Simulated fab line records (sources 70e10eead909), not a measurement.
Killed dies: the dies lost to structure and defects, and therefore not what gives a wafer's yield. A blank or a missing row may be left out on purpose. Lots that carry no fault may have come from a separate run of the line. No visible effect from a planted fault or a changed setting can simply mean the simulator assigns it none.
Chamber matching / flow nand_harc / NHARC_A_CONTACT_DEP_58 on pecvd-02: 3 sister chambers
The step deposits SiON, target thk 90 nm. 6 wafers are shown with their chamber, then 11 later ones without.

== WAFERS, EACH WITH ITS CHAMBER ==
wafer=L088.2; chamber=1; heater_power_w (W)=567
wafer=L088.5; chamber=2; heater_power_w (W)=540
wafer=L087.2; chamber=1; heater_power_w (W)=536
wafer=L087.5; chamber=0; heater_power_w (W)=679
wafer=L087.6; chamber=2; heater_power_w (W)=532
wafer=L090.1; chamber=0; heater_power_w (W)=618

== WAFERS WHOSE CHAMBER IS MISSING ==
wafer=L090.2; heater_power_w (W)=577
wafer=L090.3; heater_power_w (W)=547
wafer=L092.2; heater_power_w (W)=596
wafer=L092.4; heater_power_w (W)=566
wafer=L092.5; heater_power_w (W)=532
wafer=L093.1; heater_power_w (W)=551
wafer=L093.2; heater_power_w (W)=533
wafer=L093.4; heater_power_w (W)=685
wafer=L094.1; heater_power_w (W)=567
wafer=L094.2; heater_power_w (W)=667
wafer=L094.4; heater_power_w (W)=558

== EACH ONE'S CHAMBER ==
wafer=L090.2; from the rows above=can't be placed: 1 or 2 or 0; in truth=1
wafer=L090.3; from the rows above=can't be placed: 1 or 2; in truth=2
wafer=L092.2; from the rows above=can't be placed: 1 or 0 or 2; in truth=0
wafer=L092.4; from the rows above=can't be placed: 1 or 2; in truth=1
wafer=L092.5; from the rows above=can't be placed: 2 or 1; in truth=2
wafer=L093.1; from the rows above=can't be placed: 1 or 2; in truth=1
wafer=L093.2; from the rows above=can't be placed: 2 or 1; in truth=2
wafer=L093.4; from the rows above=0; in truth=0
wafer=L094.1; from the rows above=can't be placed: 1 or 2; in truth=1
wafer=L094.2; from the rows above=0; in truth=0
wafer=L094.4; from the rows above=can't be placed: 1 or 2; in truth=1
2 of 11 placed correctly. Can't be placed from these rows: 9 (the true chamber is among the candidates in 9). 0 placed wrongly.
How it was worked out, from the rows above alone: a wafer's distance from a chamber is the root of the sum, over the readings, of the square of ((its reading less the chamber's mean) divided by the reading's scatter). If the next closest chamber is less than 2 further off than the closest, the wafer can't be placed; otherwise it belongs to the closest. Each chamber's mean is taken over the wafers shown for it. How the scatter is found: for the shown wafers, subtract from each reading the mean of its chamber, square and add these, divide the total by (wafers less chambers), then take the root.
